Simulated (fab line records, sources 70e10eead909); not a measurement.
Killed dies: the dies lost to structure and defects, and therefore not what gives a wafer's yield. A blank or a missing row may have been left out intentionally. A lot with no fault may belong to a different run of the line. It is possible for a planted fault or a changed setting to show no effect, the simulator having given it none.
fab line records    flow nand_harc
[record] lots = 6  wafers = 18  last_day = 33
route steps=1302 shown A_CHANNEL_FILL_D2@615 END@1302
lots untouched by any fault: they come from a run of this same line in which no faults occurred
start_h: hours from the record's first day to the start of the lot's first wafer shown    wait_h: hours from the lot's prior step to this one    " same as the row above    L1.1+2: one row covering several wafers at once    - no value, or no start given    * or withheld: withheld    < > ~ a bound
route shown NAME@n: a module of which the file shows steps, and the number in the route of the first    usual: average and standard deviation across the fault-free wafers    same: alike in all rows    chamber/n: place in a boat    sites: readings site by site    _std_site: standard deviation across them    _edge_site: mean of outer sites minus mean of inner sites    radius_mm: for every site, how far away it sits from the centre of the wafer    mask NAME#n: copy n    behind: the last tool/chamber to shape the wafer    hold: why the lot was held/for how many hours/how that ended    device: the transistor (n, p or np) that didn't switch    end of line: the same wafers' tests at the end of the route    step lacking rows: just its recipe    killed: count of dies lost to structure and defects at first sort (not the wafer's yield)    map: a wafer's dies, marking killed ones x, the rest . and places with no die _
set.NAME: the run value of the setting; set.NAME@STEP: its run value at that earlier step    model.NAME: the simulator's own value behind a step, which no gauge read
a table for each step, a row for each wafer; lots at some steps of the route
services: the hour from which a tool's chamber was out of use, counted from the record's first day as start_h (under 0 if before that day), plus the number of hours and why
[[steps]]
[step NHARC_A_CHANNEL_FILL_D2_ALD_15]
[recipe] target_thk_a = 20  pulse_time_s = 60  ald_cycles = 19  temp_c = 630  pressure_torr = 2  material = SiNx
[usual] ald_cycles = 19/0  precursor_pulse_height_rel = 0.997/0.018
lot.wafer  tool              chamber  start_h  wait_h  ald_cycles  precursor_pulse_height_rel
L178.4     ald_sin_batch-02  0        -        -       19          0.980
L178.5     "                 0        "        "       19          0.992
L178.6     "                 0        "        "       19          0.999
L183.4     ald_sin_batch-01  0        -        -       19          0.987
L183.5     "                 0        "        "       19          1.023
L183.6     "                 0        "        "       19          1.018
L186.4     ald_sin_batch-03  0        -        -       19          0.991
L186.5     "                 0        "        "       19          0.988
L186.6     "                 0        "        "       19          1.002
L188.1     ald_sin_batch-02  0        -        -       19          0.990
L188.4     "                 0        "        "       19          1.006
L188.5     "                 0        "        "       19          1.002
L196.1     ald_sin_batch-03  0        -        -       19          1.035
L196.5     "                 0        "        "       19          1.009
L196.6     "                 0        "        "       19          0.959
L198.2     ald_sin_batch-03  0        -        -       19          0.942
L198.4     "                 0        "        "       19          1.015
L198.5     "                 0        "        "       19          0.976
[step NHARC_A_CHANNEL_FILL_D2_ALD_16]
[recipe] target_thk_a = 15  pulse_time_s = 10  ald_cycles = 15  temp_c = 300  material = SiO2
[usual] ald_cycles = 15/0  heater_power_outer_w = 265/28  heater_power_w = 476/47  precursor_pulse_height_rel = 1.000/0.02
lot.wafer  tool       chamber  start_h  wait_h  ald_cycles  heater_power_outer_w  heater_power_w  precursor_pulse_height_rel
L178.4     ald_hk-01  3        324.27   0.1     15          269                   460             1.022
L178.6     "          2        "        "       15          272                   476             0.989
L178.5     "          3        "        "       15          269                   467             0.949
L183.4     ald_hk-02  2        361.54   0.1     15          235                   408             1.020
L183.6     "          0        "        "       15          258                   479             1.033
L183.5     "          1        "        "       15          265                   481             0.987
L186.4     ald_hk-01  3        393.50   0.1     15          258                   464             1.027
L186.5     "          0        "        "       15          229                   420             1.035
L186.6     "          1        "        "       15          339                   601             1.036
L188.1     ald_hk-02  0        422.28   0.1     15          267                   478             1.037
L188.4     "          2        "        "       15          228                   401             1.002
L188.5     "          0        "        "       15          268                   503             0.999
L196.1     ald_hk-03  1        514.74   0.7     15          282                   497             1.002
L196.6     "          3        "        "       15          248                   420             0.993
L196.5     "          0        "        "       15          254                   485             0.987
L198.4     ald_hk-02  0        523.90   0.2     15          270                   485             1.001
L198.2     "          2        "        "       15          224                   412             1.023
L198.5     "          3        "        "       15          296                   506             1.020
[step NHARC_A_CHANNEL_FILL_D2_ANNEAL_17]
[recipe] temp_c = 850  time_s = 1800
[step NHARC_A_CHANNEL_FILL_D2_CVD_18]
[recipe] target_thk_a = 30  temp_c = 550  material = poly-Si
[step NHARC_A_CHANNEL_FILL_D2_ETCHBACK_19]
[recipe] target_depth_a = 50  time_s = 1.7  hbr_flow_sccm = 150  cl2_flow_sccm = 50  rf_w = 400  icp_w = 400  bias_w = 100  chemistry = HBr/Cl2
[usual] drypump_motor_current_A = 5.7/0.31  he_backside_leak_sccm = 2.7/0.31  oes_product_au = 1.002/0.0084  throttle_valve_pct = 26.406/0.0091
lot.wafer  tool       chamber  start_h  wait_h  drypump_motor_current_A  he_backside_leak_sccm  oes_product_au  rf_hours_counter_h  throttle_valve_pct
L178.4     rie_si-06  1        337.56   0.4     5.3                      2.8                    1.010           0.64                26.401
L178.6     "          0        "        "       6.1                      2.9                    1.011           -                   26.409
L178.5     "          1        "        "       5.4                      2.7                    1.007           -                   26.410
L183.4     rie_si-06  1        373.61   0.4     5.3                      2.8                    1.000           0.92                26.408
L183.5     "          2        "        "       5.6                      2.4                    0.998           -                   26.414
L183.6     "          3        "        "       6.0                      2.3                    1.002           -                   26.413
L186.4     rie_si-02  0        408.24   0.4     6.0                      2.6                    1.006           0.70                26.406
L186.5     "          2        "        "       5.9                      2.7                    1.012           -                   26.399
L186.6     "          3        "        "       5.7                      2.7                    1.007           -                   26.403
L188.1     rie_si-01  0        433.62   0.4     5.5                      2.8                    0.996           0.36                26.407
L188.4     "          1        "        "       6.0                      2.8                    0.999           0.36                26.410
L188.5     "          3        "        "       5.1                      2.6                    0.987           -                   26.399
L196.1     rie_si-06  2        525.88   0.4     5.5                      2.5                    0.996           0.56                26.406
L196.5     "          1        "        "       5.4                      2.8                    1.010           -                   26.392
L196.6     "          2        "        "       5.5                      2.5                    1.009           -                   26.415
L198.2     rie_si-02  1        535.83   0.4     5.3                      2.7                    0.995           0.46                26.400
L198.4     "          3        "        "       5.7                      2.4                    1.007           0.44                26.419
L198.5     "          0        "        "       6.0                      2.7                    1.001           -                   26.401
[step NHARC_A_CHANNEL_FILL_D2_ETCHBACK_20]
[recipe] target_depth_a = 270  time_s = 13.5  c4f8_flow_sccm = withheld  o2_flow_sccm = 8  ar_flow_sccm = withheld  rf_w = 600  bias_w = 1500  chemistry = C4F8/O2/Ar
[step NHARC_A_CHANNEL_FILL_D2_STRIP_28]
[recipe] time_s = 20  o2_flow_sccm = 500  ar_flow_sccm = 0  bias_w = 0  chemistry = O2
[usual] drypump_motor_current_A = 5.6/0.43  oes_product_au = 1.002/0.0071  rf_vpp_V = 58.0/0.96  showerhead_plenum_p_Torr = 3.56/0.15  throttle_valve_pct = 17.036/0.0094
lot.wafer  tool         chamber  start_h  wait_h  drypump_motor_current_A  oes_product_au  rf_hours_counter_h  rf_vpp_V  showerhead_plenum_p_Torr  throttle_valve_pct
L178.4     rie_diel-08  1        337.77   0.1     5.3                      1.008           3                   56.7      3.70                      17.026
L178.6     "            0        "        "       5.5                      1.000           -                   57.6      3.41                      17.038
L178.5     "            1        "        "       5.3                      0.994           -                   58.7      3.70                      17.051
L183.4     rie_diel-11  2        373.97   0.3     5.1                      0.998           20                  59.2      3.80                      17.029
L183.5     "            0        "        "       6.3                      1.013           -                   57.5      3.37                      17.036
L183.6     "            1        "        "       5.5                      1.011           -                   56.2      3.28                      17.021
L186.4     rie_diel-08  2        408.43   0.1     5.1                      1.017           1                   57.6      3.33                      17.038
L186.6     "            2        "        "       5.1                      1.010           -                   58.9      3.33                      17.026
L186.5     "            3        "        "       6.5                      1.010           -                   57.6      3.57                      17.030
L188.4     rie_diel-07  0        433.82   0.1     5.4                      1.004           5                   58.6      3.63                      17.046
L188.1     "            1        "        "       5.7                      1.007           3                   58.1      3.43                      17.039
L188.5     "            1        "        "       5.7                      1.010           -                   56.3      3.43                      17.030
L196.1     rie_diel-07  2        526.08   0.1     6.3                      0.994           1                   58.8      3.61                      17.032
L196.5     "            2        "        "       6.3                      1.008           -                   57.7      3.61                      17.021
L196.6     "            3        "        "       5.2                      0.989           -                   58.2      3.66                      17.031
L198.4     rie_diel-07  0        536.04   0.1     5.4                      1.003           2                   58.2      3.63                      17.038
L198.2     "            1        "        "       5.7                      1.003           2                   58.7      3.42                      17.029
L198.5     "            1        "        "       5.7                      1.000           -                   57.5      3.42                      17.032
[step NHARC_A_CHANNEL_FILL_D2_PRECLEAN_21]
[recipe] time_s = 30  chemistry = dHF
[step NHARC_A_CHANNEL_FILL_D2_SRD_23]
[step NHARC_A_CHANNEL_FILL_D2_CVD_05]
[recipe] target_thk_a = 50  temp_c = 550  material = poly-Si
[step NHARC_A_CHANNEL_FILL_D2_ANNEAL_22]
[recipe] temp_c = 620  time_s = 7200
[step NHARC_A_CHANNEL_FILL_D2_ALD_25]
[recipe] target_thk_a = 600  pulse_time_s = 10  ald_cycles = 600  temp_c = 300  material = SiOx
[usual] ald_cycles = 600/0  heater_power_outer_w = 263/26  heater_power_w = 474/46  precursor_pulse_height_rel = 1.001/0.02
lot.wafer  tool       chamber  start_h  wait_h  ald_cycles  heater_power_outer_w  heater_power_w  precursor_pulse_height_rel
L178.4     ald_hk-01  0        354.45   1.9     600         224                   417             1.003
L178.5     "          1        "        "       600         338                   619             1.025
L178.6     "          2        "        "       600         266                   476             1.001
L183.4     ald_hk-01  2        385.71   0.1     600         265                   470             0.976
L183.6     "          2        388.22   2.6     600         273                   472             1.005
L183.5     "          3        "        "       600         266                   475             0.995
L186.4     ald_hk-01  1        421.59   1.3     600         334                   598             0.954
L186.5     "          3        422.84   2.5     883         265                   461             0.992
L186.6     "          0        "        "       600         232                   406             0.994
L188.1     ald_hk-01  1        446.94   0.1     883         323                   597             1.010
L188.4     "          3        448.18   1.3     600         264                   474             1.010
L188.5     "          2        450.04   3.1     883         273                   484             1.021
L196.1     ald_hk-02  3        538.42   0.7     600         278                   483             0.984
L196.6     "          2        540.26   2.5     600         226                   404             1.028
L196.5     "          3        "        "       600         273                   463             1.012
L198.2     ald_hk-03  2        547.91   0.1     600         261                   491             1.003
L198.4     "          0        549.17   1.3     600         252                   499             0.988
L198.5     "          2        550.43   2.6     600         270                   493             0.971
[step NHARC_A_CHANNEL_FILL_D2_ETCHBACK_08]
[recipe] target_depth_a = 2200  time_s = 110  c4f8_flow_sccm = 20  ar_flow_sccm = withheld  rf_w = 600  bias_w = 300  chemistry = C4F8
[usual] oes_product_au = 0.98/0.035  rf_vpp_V = 441/3.1
lot.wafer  tool         chamber  start_h  wait_h  oes_product_au  rf_hours_counter_h  rf_vpp_V
L178.4     rie_diel-11  1        -        -       1.00            18                  437
L178.5     "            0        "        "       1.01            -                   437
L178.6     "            1        "        "       1.01            -                   436
L183.4     rie_diel-07  3        -        -       1.01            3                   443
L183.5     "            3        "        "       1.01            -                   443
L183.6     "            0        "        "       1.01            -                   443
L186.4     rie_diel-08  1        -        -       0.93            2                   444
L186.5     "            3        "        "       0.92            -                   442
L186.6     "            0        "        "       0.93            -                   441
L188.4     rie_diel-08  1        -        -       0.93            2                   444
L188.1     "            0        "        "       0.92            2                   439
L188.5     "            2        "        "       0.91            -                   436
L196.1     rie_diel-11  0        -        -       0.98            16                  438
L196.5     "            2        "        "       1.00            -                   444
L196.6     "            3        "        "       0.99            -                   445
L198.2     rie_diel-11  0        -        -       1.00            17                  438
L198.4     "            1        "        "       0.99            16                  445
L198.5     "            3        "        "       1.00            -                   446
[step NHARC_END_SORT_01]
[recipe] temp_c = 25
[usual] killed_at_array = 61/23  killed_at_other = 1.3/1.4  killed_at_periphery = 4.0/2.6  killed_dies = 66/22  killed_open = 3.4/1.8  killed_short = 2.3/1.4
[same] gross_dies = 677
lot.wafer  tool       chamber  start_h  wait_h  killed_at_array  killed_at_other  killed_at_periphery  killed_dies  killed_open  killed_short
L178.4     prober-01  0        573.10   3.4     112              0                0                    112          2            1
L178.5     prober-01  0        573.90   3.7     99               0                1                    100          4            1
L178.6     prober-01  0        574.70   4.0     106              0                1                    107          7            3
L183.4     prober-01  0        618.58   3.4     62               3                2                    67           5            3
L183.5     prober-01  0        619.38   3.7     54               1                0                    55           1            2
L183.6     prober-01  0        620.17   4.0     59               2                6                    67           4            4
L186.4     prober-01  0        643.01   3.4     115              0                2                    117          4            3
L186.5     prober-01  0        643.81   3.7     101              1                2                    104          5            3
L186.6     prober-01  0        644.60   4.0     106              3                3                    112          2            3
L188.1     prober-02  0        667.63   2.5     28               0                1                    29           10           5
L188.4     prober-02  0        670.05   3.4     27               2                1                    30           4            1
L188.5     prober-02  0        670.86   3.7     20               1                4                    25           4            0
L196.1     prober-02  0        765.01   2.5     60               0                9                    69           1            5
L196.5     prober-02  0        768.20   3.7     65               0                9                    74           3            4
L196.6     prober-02  0        769.00   4.0     69               0                6                    75           1            3
L198.2     prober-02  0        781.44   2.8     64               2                7                    73           7            1
L198.4     prober-02  0        783.05   3.4     59               1                2                    62           2            1
L198.5     prober-02  0        783.86   3.7     65               2                3                    70           4            1
// killed by level:class
L178.4 A_CHANNEL_HOLE_D1:chamber_film_flake=37 A_CHANNEL_HOLE_D2:chamber_film_flake=32 A_SLIT:chamber_film_flake=31 A_WL_FILL:chamber_film_flake=2 A_CONTACT:chamber_film_flake=2 A_M0:chamber_film_flake=2 A_ONON_D1:geometric_particle:open=1 A_ONON_D2:geometric_particle:short=1
L178.5 A_CHANNEL_HOLE_D2:chamber_film_flake=39 A_CHANNEL_HOLE_D1:chamber_film_flake=31 A_SLIT:chamber_film_flake=20 A_CHANNEL_FILL_D1:geometric_particle:open=2 A_CHANNEL_FILL_D1:chamber_film_flake=2 P_M1:geometric_particle:short=1 A_ONON_D1:geometric_particle:open=1 A_M1:geometric_particle:open=1
L178.6 A_CHANNEL_HOLE_D2:chamber_film_flake=36 A_SLIT:chamber_film_flake=29 A_CHANNEL_HOLE_D1:chamber_film_flake=22 A_WL_FILL:chamber_film_flake=3 A_M0:chamber_film_flake=3 A_ONON_D1:geometric_particle:open=2 A_CHANNEL_FILL_D1:geometric_particle:short=2 P_M0:geometric_particle:open=1
L183.4 A_CHANNEL_HOLE_D1:chamber_film_flake=28 A_CHANNEL_HOLE_D2:chamber_film_flake=19 A_M1:chamber_film_flake=3 A_SGD_CUT:geometric_particle:open=2 A_ZERO_WELL:chamber_film_flake=2 THIN_TSV:chamber_film_flake=2 A_DECK1_JOINT:geometric_particle:open=1 A_DECK1_JOINT:geometric_particle:short=1
L183.5 A_CHANNEL_HOLE_D2:chamber_film_flake=24 A_CHANNEL_HOLE_D1:chamber_film_flake=21 A_M1:chamber_film_flake=3 A_WL_FILL:chamber_film_flake=2 A_CHANNEL_HOLE_D1:geometric_particle:short=1 A_CHANNEL_FILL_D1:geometric_particle:short=1 A_BLC:geometric_particle:open=1 A_CONTACT:chamber_film_flake=1
L183.6 A_CHANNEL_HOLE_D2:chamber_film_flake=23 A_CHANNEL_HOLE_D1:chamber_film_flake=22 A_CONTACT:chamber_film_flake=5 P_CONTACT:geometric_particle:open=2 A_WL_FILL:chamber_film_flake=2 THIN_TSV:chamber_film_flake=2 P_M0:geometric_particle:open=1 P_M0:geometric_particle:short=1
L186.4 A_CHANNEL_HOLE_D2:chamber_film_flake=35 A_CHANNEL_HOLE_D1:chamber_film_flake=34 A_SLIT:chamber_film_flake=33 A_STAIRCASE:chamber_film_flake=4 P_STI:chamber_film_flake=2 A_ONON_D1:geometric_particle:open=1 A_CHANNEL_FILL_D1:geometric_particle:open=1 A_DECK1_JOINT:geometric_particle:open=1
L186.5 A_CHANNEL_HOLE_D2:chamber_film_flake=33 A_CHANNEL_HOLE_D1:chamber_film_flake=31 A_SLIT:chamber_film_flake=26 A_STAIRCASE:chamber_film_flake=3 A_BLC:geometric_particle:open=2 P_GATE:geometric_particle:short=1 P_M0:geometric_particle:short=1 A_ONON_D1:geometric_particle:short=1
L186.6 A_SLIT:chamber_film_flake=39 A_CHANNEL_HOLE_D1:chamber_film_flake=30 A_CHANNEL_HOLE_D2:chamber_film_flake=30 A_STAIRCASE:chamber_film_flake=2 A_ONON_D1:geometric_particle:short=1 A_DECK1_JOINT:geometric_particle:short=1 A_CONTACT:geometric_particle:open=1 STARTING-WAFER:geometric_particle:open=1
L188.1 A_CONTACT:chamber_film_flake=6 A_CHANNEL_HOLE_D1:chamber_film_flake=5 A_CHANNEL_FILL_D2:geometric_particle:open=3 A_ONON_D1:geometric_particle:open=2 A_CHANNEL_FILL_D2:geometric_particle:short=2 A_DECK1_JOINT:chamber_film_flake=2 P_CONTACT:geometric_particle:open=1 A_ONON_D1:geometric_particle:short=1
L188.4 A_CONTACT:chamber_film_flake=8 A_CHANNEL_HOLE_D1:chamber_film_flake=7 A_STAIRCASE:chamber_film_flake=3 A_CHANNEL_HOLE_D2:chamber_film_flake=2 A_SLIT:chamber_film_flake=2 THIN_TSV:chamber_film_flake=2 P_STI:geometric_particle:open=1 A_ONON_D1:geometric_particle:open=1
L188.5 A_CHANNEL_HOLE_D1:chamber_film_flake=8 A_CONTACT:chamber_film_flake=6 P_ZERO_WELL:chamber_film_flake=2 A_DECK1_JOINT:geometric_particle:open=1 A_SGD_CUT:geometric_particle:open=1 A_BLC:geometric_particle:open=1 A_M0:geometric_particle:open=1 P_GATE:chamber_film_flake=1
L196.1 A_SLIT:chamber_film_flake=23 A_CHANNEL_HOLE_D2:chamber_film_flake=18 A_CHANNEL_HOLE_D1:chamber_film_flake=9 P_CONTACT:chamber_film_flake=5 A_CONTACT:chamber_film_flake=3 A_ONON_D2:geometric_particle:short=2 P_STI:chamber_film_flake=2 A_CHANNEL_FILL_D1:chamber_film_flake=2
L196.5 A_SLIT:chamber_film_flake=25 A_CHANNEL_HOLE_D2:chamber_film_flake=20 A_CHANNEL_HOLE_D1:chamber_film_flake=9 P_CONTACT:chamber_film_flake=4 P_GATE:chamber_film_flake=2 A_ZERO_WELL:chamber_film_flake=2 A_CONTACT:chamber_film_flake=2 P_CONTACT:geometric_particle:open=1
L196.6 A_SLIT:chamber_film_flake=26 A_CHANNEL_HOLE_D2:chamber_film_flake=25 A_CHANNEL_HOLE_D1:chamber_film_flake=9 P_CONTACT:chamber_film_flake=4 A_CONTACT:chamber_film_flake=3 A_ONON_D2:geometric_particle:short=2 P_CONTACT:geometric_particle:short=1 A_DECK1_JOINT:geometric_particle:open=1
L198.2 A_SLIT:chamber_film_flake=38 A_CHANNEL_HOLE_D1:chamber_film_flake=10 A_CONTACT:chamber_film_flake=6 P_GATE:chamber_film_flake=3 A_STAIRCASE:chamber_film_flake=3 P_GATE:geometric_particle:open=2 A_CHANNEL_FILL_D1:chamber_film_flake=2 THIN_TSV:chamber_film_flake=2
L198.4 A_SLIT:chamber_film_flake=27 A_CHANNEL_HOLE_D1:chamber_film_flake=14 A_STAIRCASE:chamber_film_flake=10 A_CONTACT:chamber_film_flake=6 P_M0:geometric_particle:open=1 A_STAIRCASE:geometric_particle:short=1 A_CONTACT:geometric_particle:open=1 P_CONTACT:chamber_film_flake=1
L198.5 A_SLIT:chamber_film_flake=26 A_CHANNEL_HOLE_D1:chamber_film_flake=14 A_STAIRCASE:chamber_film_flake=8 A_CONTACT:chamber_film_flake=7 P_STI:chamber_film_flake=2 A_CHANNEL_FILL_D1:chamber_film_flake=2 A_DECK1_JOINT:chamber_film_flake=2 P_M0:geometric_particle:open=1
[[services]]
tool              chamber  start_h  hours  kind
ald_hk-01         -        300.06   10.0   pm
rie_diel-07       1        314.67   23.4   repair
rie_diel-08       1        319.83   2.8    repair
rie_diel-07       2        336.29   3.9    repair
ald_hk-02         -        348.61   10.0   pm
rie_diel-08       -        367.80   9.0    pm
rie_si-01         -        370.00   9.0    pm
rie_si-02         2        375.50   14.0   repair
rie_diel-08       3        386.54   12.8   repair
ald_hk-03         -        396.43   10.0   pm
rie_si-06         -        426.00   9.0    pm
rie_diel-11       -        432.50   9.0    pm
rie_si-02         -        454.00   9.0    pm
rie_diel-08       2        470.82   1.5    repair
rie_diel-07       -        471.20   9.0    pm
ald_hk-01         -        478.34   10.0   pm
rie_diel-08       1        481.96   9.9    repair
rie_diel-08       0        506.54   2.0    repair
ald_sin_batch-01  -        508.89   26.0   pm
rie_diel-11       3        518.81   2.8    repair
ald_hk-02         -        526.61   10.0   pm
ald_hk-03         -        531.73   1.3    repair
rie_diel-08       -        544.80   9.0    pm
rie_diel-07       3        547.52   4.3    repair
[[key]]
[first_sign] step = NHARC_A_CHANNEL_FILL_D2_ALD_25  reading = ald_cycles  direction = up  sigmas = 99+  usual = 600  struck = 883
effect none on later readings
met_at NHARC_A_CHANNEL_FILL_D2_ALD_25
struck_wafers L186.5,L188.1,L188.5
tester_left_out L186,L188
onset_between 385.71 421.59
[fault] kind = process_parameter_drift  tool = ald_hk-01  chamber = -  onset_h = 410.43  steps = NHARC_A_CHANNEL_FILL_D2_ALD_25  channel = ald_cycles  offset = 283  shape = step  end_h = 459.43  scope = struck_wafers_only  acts_in = these_recipes_only  stated = 600
// tester_left_out: of these lots the tester's yield and bins aren't shown, on N5 and GAA mostly nor the transistor test; their killed dies are dies lost to structure and defects alone, not to doping, threshold or leakage, so they don't give the yield
